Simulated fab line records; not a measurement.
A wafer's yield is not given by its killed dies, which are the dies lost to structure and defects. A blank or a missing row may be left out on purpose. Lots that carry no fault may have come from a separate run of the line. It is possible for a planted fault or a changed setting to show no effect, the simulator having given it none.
A lot that was struck, set against a sound lot || flow n5Finfet || 15 steps out of a route of 1938
Sound: the wafers L677.1, L677.4, L677.5. The struck wafers were L670.1, L670.4. At the end, the cause is stated.
For every step that has rows: the tool of each side, followed by ch and its chambers, followed by its first start. Under that, the readings that differ: sound wafers || struck wafers || difference of the means || sigmas: that difference in standard deviations of wafers without a fault.
alike: a reading whose means differ by less than 2 such deviations, as well as words and numbers matching on both sides. not compared: withheld readings; readings where some wafer has no value; bounds like >300 that might hide an equal value; numbers whose values overlap and for which the record gives no deviation.
The two part at a step that has a row with sigmas, a row that says differs or no value, or rows on one side only. Numbers that don't overlap but have no deviation are shown without sigmas and don't part them. Lack of a reading on every wafer of one side parts them only where that side has two or more wafers.

first, 1 step without rows for these wafers: N5_MOL_CONTACT_COAG_STRIP_69 (strips in N2/H2).
N5_MOL_CONTACT_COAG_ETCHBACK_136: etches SiO2 in CHF3, target depth 25 nm, time 16.7 s.
  sound on rieDiel-06 ch 1,2, day 9 13:37; struck on rieDiel-02 ch 2,3, day 8 00:08
{"reading": "biasW (W)", "sound": "169.2 169.4 168.1", "struck": "170.4 170.1", "difference": "+1.3", "sigmas": "+2"}
  alike: drypumpMotorCurrentA, oes_f_703_au, oesProductAu, rfVppV, showerheadPlenumPTorr, throttleValvePct
  not compared: rfHoursCounterH
then, 1 step without rows for these wafers: N5_MOL_CONTACT_COAG_STRIP_120 (strips in CHF3).
N5_MOL_CONTACT_COAG_VIA_ETCH_117: etches SiO2 in C4F6/O2, target depth 40 nm, overetch 8 nm, time 26 s.
  sound on rieDiel-06 ch 1,2, day 9 13:38; struck on rieDiel-02 ch 2,3, day 8 00:10
  alike: biasW, drypumpMotorCurrentA, oes_f_703_au, oesProductAu, rfVppV, showerheadPlenumPTorr, throttleValvePct
  not compared: rfHoursCounterH
N5_MOL_CONTACT_COAG_ETCH_124: etches SiNx in CH3F/O2, stops on SiOC, target depth 6.5 nm.
  sound on rieDiel-06 ch 1,2, day 9 13:40; struck on rieDiel-02 ch 2,3, day 8 00:11
  alike: biasW, drypumpMotorCurrentA, oes_f_703_au, oesProductAu, rfVppV, showerheadPlenumPTorr, throttleValvePct
  not compared: rfHoursCounterH
N5_MOL_CONTACT_COAG_ETCH_48: etches SiOC in C4F6/O2, target depth 15 nm, overetch 4.5 nm, time 17 s.
  sound on rieDiel-06 ch 1,2, day 9 13:43; struck on rieDiel-02 ch 2,3, day 8 00:14
  alike: biasW, drypumpMotorCurrentA, oes_f_703_au, oesProductAu, rfVppV, showerheadPlenumPTorr, throttleValvePct
  not compared: rfHoursCounterH
N5_MOL_CONTACT_COAG_STRIP_72: strips in N2/H2.
  sound on rieDiel-06 ch 1,2, day 9 13:46; struck on rieDiel-02 ch 2,3, day 8 00:17
  alike: drypumpMotorCurrentA, oesProductAu, rfVppV, showerheadPlenumPTorr, throttleValvePct
  not compared: rfHoursCounterH
then, 3 steps without rows for these wafers: N5_MOL_CONTACT_COAG_STRIP_49 (strips in N2/H2, time 30 s); N5_MOL_CONTACT_COAG_PRECLEAN_138 (cleans in alkaline clean, time 60 s); N5_MOL_CONTACT_COAG_SRD_139 (time 30 s).
N5_MOL_CONTACT_COAG_CD_MEAS_101 targets a cd of 16 nm.
  sound: cdSem-03 at day 9 13:59; struck: cdSem-01 at day 8 00:31
  alike: cdNm
then, 1 step without rows for these wafers: N5_MOL_CONTACT_COAG_PRE_CLEAN_121.
N5_MOL_CONTACT_COAG_CVD_140: deposits W, target thk 66.5 nm, time 215 s.
  sound on cvdW-02 ch 0, day 9 14:07; struck on cvdW-01 ch 0, day 8 00:38
{"reading": "runLengthS (s)", "sound": "285.9 285.9 286.4", "struck": "199.7 199.8", "difference": -86.3, "sigmas": "-99 or more"}
  alike: heaterPowerW
then, 1 step without rows for these wafers: N5_MOL_CONTACT_COAG_PRECLEAN_127 (cleans in DIW, time 57.5 s).
-- the record jumps here: 3 days lie between the struck wafers' starts before and after (it left off in module MOL_CONTACT_COAG and takes up again in module BEOL_M4, whose first step shown is number 1111 of the route) --
N5_BEOL_M4_RC_MEAS_101:
  sound on prober-01 ch 0, day 12 07:47; struck on prober-01 ch 0, day 11 02:17
  alike: DIBL_N, DIBL_P, IOFF_N, IOFF_P, ION_N, ION_P, SS_N, SS_P, VT_N, VT_P

WHERE THEY PART
First at N5_MOL_CONTACT_COAG_ETCHBACK_136; last, within this record, at N5_MOL_CONTACT_COAG_CVD_140. Later steps at which nothing parts them and some readings are alike: N5_BEOL_M4_RC_MEAS_101.

WHY: the cause the simulator had injected
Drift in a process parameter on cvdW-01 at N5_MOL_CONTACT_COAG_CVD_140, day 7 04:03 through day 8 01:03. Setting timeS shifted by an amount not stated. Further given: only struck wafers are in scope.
